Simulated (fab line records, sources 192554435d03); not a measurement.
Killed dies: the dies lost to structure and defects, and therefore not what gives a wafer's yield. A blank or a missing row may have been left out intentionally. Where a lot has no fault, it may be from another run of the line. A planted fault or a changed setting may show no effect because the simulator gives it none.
What tool caused it? + flow n5 finfet + route of 1938 steps, sampled at 1 step: 12 lots, 36 wafers

WHAT THE GAUGES READ, wafer by wafer
N5_BEOL_M1_INSPECT_30: inspects for defects (brightfield).
| lot  | measured     | on                | raw defect count |
|------|--------------|-------------------|------------------|
| L075 | day 6 13:21  | defect inspect-01 | 339 339 470      |
| L077 | day 6 20:38  | defect inspect-01 | 548 593 373      |
| L079 | day 7 09:43  | defect inspect-02 | 350 435 399      |
| L081 | day 7 23:14  | defect inspect-01 | 761 552 648      |
| L083 | day 8 08:49  | defect inspect-01 | 529 357 569      |
| L085 | day 9 02:55  | defect inspect-01 | 563 397 517      |
| L086 | day 9 13:34  | defect inspect-02 | 405 319 334      |
| L089 | day 9 22:04  | defect inspect-02 | 290 454 386      |
| L091 | day 10 11:50 | defect inspect-01 | 416 323 293      |
| L093 | day 10 18:22 | defect inspect-01 | 564 417 467      |
| L096 | day 11 12:51 | defect inspect-01 | 389 403 461      |
| L097 | day 12 05:03 | defect inspect-02 | 437 497 325      |

WHICH TOOL RAN EACH LOT (tool, then ch and the chambers of the sampled wafers, then the start)
No process step before these readings appears in the record.

THE ANSWER, worked out from the rows above alone
Rule: the usual values come from the lots themselves. The widest of any qualifying gaps counts: lots, ordered by their means at a reading, are off when they make up no more than a third of the lots, leave a main group of 4 or more, and stand apart from it by 3 or more times the standard deviation of that group's means. If all means in a main group match to the digits the tables above print for the reading, that group is not used. Also off: a lot with no number at a reading for which 4 or more lots have one. All remaining lots with rows at the step are treated as sound.
None of the lots is off at any reading shown; this tells nothing.

WHAT THE SIMULATOR PUT IN
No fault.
